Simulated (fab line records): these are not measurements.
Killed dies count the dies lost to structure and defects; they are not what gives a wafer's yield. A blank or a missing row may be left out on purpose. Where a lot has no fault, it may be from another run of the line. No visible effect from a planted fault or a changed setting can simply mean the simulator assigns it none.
What tool caused it? / flow n5Finfet / route of 1938 steps, sampled at 1 step: 11 lots, 33 wafers

WHAT EACH GAUGE READ, for each wafer
N5_BEOL_M12_INSPECT_12: inspects for defects (macro). Usual: rawDefectCount reads 2.2 (standard deviation 1.5).
lot=L965; measured=day 11 06:43; on=defectInspect-02; rawDefectCount=1 3 1; flag=
lot=L966; measured=day 11 09:14; on=defectInspect-01; rawDefectCount=5 4 1; flag=
lot=L968; measured=day 11 14:47; on=defectInspect-02; rawDefectCount=1 4 1; flag=
lot=L967; measured=day 11 15:06; on=defectInspect-02; rawDefectCount=5 1 2; flag=
lot=L975; measured=day 13 18:32; on=defectInspect-01; rawDefectCount=3 3 3; flag=
lot=L979; measured=day 14 10:45; on=defectInspect-02; rawDefectCount=3 1 8; flag=
lot=L976; measured=day 14 11:06; on=defectInspect-02; rawDefectCount=1 3 2; flag=
lot=L981; measured=day 15 07:05; on=defectInspect-02; rawDefectCount=4 1 2; flag=
lot=L985; measured=day 15 16:55; on=defectInspect-01; rawDefectCount=5 4 3; flag=
lot=L983; measured=day 15 17:36; on=defectInspect-02; rawDefectCount=2 2 1; flag=
lot=L987; measured=day 16 09:43; on=defectInspect-02; rawDefectCount=3 3 3; flag=

EACH LOT AND THE TOOL THAT RAN IT (in order: tool; ch and the chambers of the sampled wafers; start)
There is no process step in the record ahead of these readings.

WHAT THE TOOLS THEMSELVES READ (means of the sampled wafers that have a number; where no wafer has one, the mark that the record gives instead)
The record holds no such reading with a usual standard deviation.

THE ANSWER, worked out from the rows above alone
Rule: a lot counts as off when the mean over its wafers that have a number is more than 3 standard deviations away from the usual mean. Also off: a lot with no number at a reading for which 4 or more lots have one. Where the step has rows for the other lots, those lots are counted as sound. After the gauges, taken in route order, come the tools' own readings; for these a lot's mean is taken, as printed above. At the first step where some lot is off, the reading lying furthest off is the one used; lots without a number count as furthest.
No lot is off at any reading shown: from this, nothing can be told.

WHAT THE SIMULATOR HAD PUT IN
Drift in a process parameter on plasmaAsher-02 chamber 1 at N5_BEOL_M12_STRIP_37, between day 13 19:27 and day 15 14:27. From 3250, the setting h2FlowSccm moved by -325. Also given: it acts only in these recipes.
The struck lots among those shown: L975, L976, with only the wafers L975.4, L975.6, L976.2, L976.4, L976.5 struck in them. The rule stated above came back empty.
